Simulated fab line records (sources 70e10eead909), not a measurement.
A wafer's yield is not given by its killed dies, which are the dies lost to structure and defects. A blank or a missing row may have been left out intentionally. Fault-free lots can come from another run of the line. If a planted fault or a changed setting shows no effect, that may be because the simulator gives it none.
Matching of chambers	flow nand harc	3 sister chambers for NHARC_P_M0_PRE_CLEAN_31 on pecvd-04
The step time 12 s. 6 wafers are shown with their chamber, then 10 later ones without.

== EACH WAFER AND ITS CHAMBER ==
wafer	chamber	heater power w (W)
L086.6	2	674
L087.3	0	713
L087.4	0	738
L087.6	1	721
L094.3	1	702
L094.4	2	628

== WAFERS WITHOUT THEIR CHAMBER ==
wafer	heater power w (W)
L094.6	675
L095.2	704
L095.4	690
L095.6	728
L096.3	706
L096.4	711
L096.6	671
L097.2	695
L097.3	719
L097.5	698

== WHICH CHAMBER EACH ONE RAN IN ==
wafer	from the rows above	in truth
L094.6	can't be placed: 2 or 1 or 0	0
L095.2	can't be placed: 1 or 0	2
L095.4	can't be placed: 1 or 0 or 2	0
L095.6	can't be placed: 0 or 1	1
L096.3	can't be placed: 1 or 0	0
L096.4	can't be placed: 1 or 0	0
L096.6	can't be placed: 2 or 1 or 0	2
L097.2	can't be placed: 1 or 0 or 2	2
L097.3	can't be placed: 0 or 1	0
L097.5	can't be placed: 1 or 0 or 2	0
0 of 10 placed correctly. Not placeable from these rows: 10 (in 9, the candidates include the true chamber). Placed wrongly: 0.
How it was worked out, from the rows above alone: a wafer's distance from a chamber is the root of the sum, over the readings, of the square of ((its reading less the chamber's mean) divided by the reading's scatter). If the next closest chamber is less than 2 further off than the closest, the wafer can't be placed; otherwise it belongs to the closest. For every chamber, the mean is computed from those of its wafers that are shown. The scatter is the square root of a quotient: the sum, over the shown wafers, of each reading's squared deviation from its chamber's mean, divided by wafers minus chambers.
